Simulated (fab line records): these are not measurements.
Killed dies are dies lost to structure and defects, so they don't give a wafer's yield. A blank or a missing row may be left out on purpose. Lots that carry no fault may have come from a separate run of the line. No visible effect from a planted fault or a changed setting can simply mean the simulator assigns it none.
Struck lot and sound lot, side by side -- flow nand harc -- 12 steps out of a route of 1159
Sound: the wafers L298.1, L298.2, L298.3. Wafers struck: L308.3, L308.5, L308.6. The cause is named last.
At each step with rows: each side's tool, then ch and its chambers, then its first start. Under that, the readings that differ: sound wafers -- struck wafers -- difference of the means -- sigmas: that difference in standard deviations of wafers without a fault.
alike: same words and numbers on both sides, and readings whose means sit less than 2 such deviations apart. not compared: any withheld reading, any reading some wafer has no value for, any bound like >300 that may hide the same value, and any number with overlapping values for which the record gives no deviation.
The two part at a step that has a row with sigmas, a row that says differs or no value, or rows on one side only. Numbers that don't overlap but have no deviation are shown without sigmas and don't part them. A reading missing from all wafers of one side parts the sides only when that side holds two or more wafers.

first, 1 step without rows for these wafers: NHARC_A_CHANNEL_FILL_D1_SRD_12.
NHARC_A_CHANNEL_FILL_D1_RTA_24: time 5 s.
  sound on rtp anneal-01 ch 0, day 11 06:48; struck on rtp anneal-01 ch 0, day 13 21:22
  alike: lamp power pct, lamp_zone_7_pct, wafer_temp_C_max
NHARC_A_CHANNEL_FILL_D1_INSPECT_13:
  sound on defect inspect-01, day 11 07:00; struck on defect inspect-01, day 13 21:31
  alike: raw defect count
NHARC_A_STAIRCASE_DEP_156: deposits SiNx, target thk 50 nm.
  sound on pecvd-03 ch 0,1,2, day 11 08:02; struck on pecvd-02 ch 1,2, day 13 21:38
  alike: heater power w, showerhead vpp V
then, 7 steps without rows for these wafers: NHARC_A_STAIRCASE_DEHYDRATE_158 (time 120 s); NHARC_A_STAIRCASE_HMDS_159 (time 30 s); NHARC_A_STAIRCASE_COAT_160; NHARC_A_STAIRCASE_SOFTBAKE_161 (time 170 s); NHARC_A_STAIRCASE_EBR_162; NHARC_A_STAIRCASE_EXPOSE_163 (exposes mask STAIR OPEN); NHARC_A_STAIRCASE_PEB_164 (peb time 130 s).
NHARC_A_STAIRCASE_DEVELOP_165: time 140 s.
  sound on litho track-07 ch 0, day 11 08:00; struck on litho track-02, day 13 22:00
  no value came back on the struck wafers for chill plate temp C (C), exhaust pa (Pa); on the sound wafers chill plate temp C (C) reads 23.08 22.99 23.00

== WHERE THEY PART ==
Only at NHARC_A_STAIRCASE_DEVELOP_165, within this record.

WHY: whatever the simulator had introduced
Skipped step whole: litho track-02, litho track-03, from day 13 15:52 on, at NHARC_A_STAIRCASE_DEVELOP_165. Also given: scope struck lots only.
